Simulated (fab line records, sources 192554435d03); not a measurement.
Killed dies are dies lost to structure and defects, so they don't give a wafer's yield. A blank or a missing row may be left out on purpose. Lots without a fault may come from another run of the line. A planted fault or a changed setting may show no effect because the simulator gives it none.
Chamber matching | flow n5_finfet | N5_DUMMY_GATE_CMP_04 on cmp-01: 4 sister chambers
The step polishes a-Si. 14 wafers are shown with their chamber, then 7 later ones without.

WAFERS WITH THEIR CHAMBER
wafer  | chamber | motor_current_A (A) | time_to_endpoint_s (s) | pad_life_wafers
L076.1 | 3       | 8.7                 | 14                     | 936
L076.4 | 1       | 10.9                | 13                     | 938
L084.1 | 1       | 11.7                | 13                     | 1314
L084.4 | 2       | 7.5                 | 12                     | 1315
L085.1 | 2       | 7.9                 | 13                     | 1335
L085.2 | 0       | 10.0                | 18                     | 1333
L085.3 | 3       | 8.2                 | 16                     | 1332
L086.2 | 2       | 8.1                 | 9                      | 1380
L086.3 | 3       | 8.9                 | 15                     | 1381
L086.4 | 0       | 10.3                | 16                     | 1382
L087.1 | 0       | 9.9                 | 18                     | 1416
L087.3 | 1       | 11.1                | 18                     | 1417
L091.1 | 1       | 11.3                | 12                     | 1527
L091.2 | 3       | 8.5                 | 16                     | 1525

SIGNATURES (means of the wafers above)
reading            | chamber 0 | chamber 1 | chamber 2 | chamber 3 | scatter within a chamber
motor_current_A    | 10.067    | 11.250    | 7.833     | 8.575     | 0.298
time_to_endpoint_s | 17.33     | 14.00     | 11.33     | 15.25     | 1.9
pad_life_wafers    | 1377.00   | 1299.00   | 1343.33   | 1293.50   | 198
Rule: a wafer's distance from a chamber is the root of the sum, over the readings, of the square of ((its reading less the chamber's mean) divided by the reading's scatter). The wafer belongs to the nearest chamber; if the next one is less than 2 further off, it can't be placed. The scatter: the root of (the sum of the squares of (reading less its chamber's mean) over the shown wafers, divided by (wafers less chambers)).

WAFERS WITHOUT THEIR CHAMBER
wafer  | motor_current_A (A) | time_to_endpoint_s (s) | pad_life_wafers
L091.4 | 10.6                | 18                     | 1526
L092.1 | 8.2                 | 17                     | 1579
L092.2 | 7.9                 | 13                     | 1578
L092.3 | 10.2                | 20                     | 1580
L094.3 | 10.4                | 19                     | 1695
L094.4 | 11.2                | 15                     | 1692
L095.2 | 8.7                 | 18                     | 1723

WHICH CHAMBER EACH WENT THROUGH
wafer  | from the rows above     | in truth
L091.4 | can't be placed: 0 or 1 | 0
L092.1 | can't be placed: 3 or 2 | 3
L092.2 | can't be placed: 2 or 3 | 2
L092.3 | 0                       | 0
L094.3 | 0                       | 0
L094.4 | 1                       | 1
L095.2 | 3                       | 3
Placed correctly: 4 of 7. Can't be placed from these rows: 3 (the true chamber is among the candidates in 3). Placed wrongly: 0.
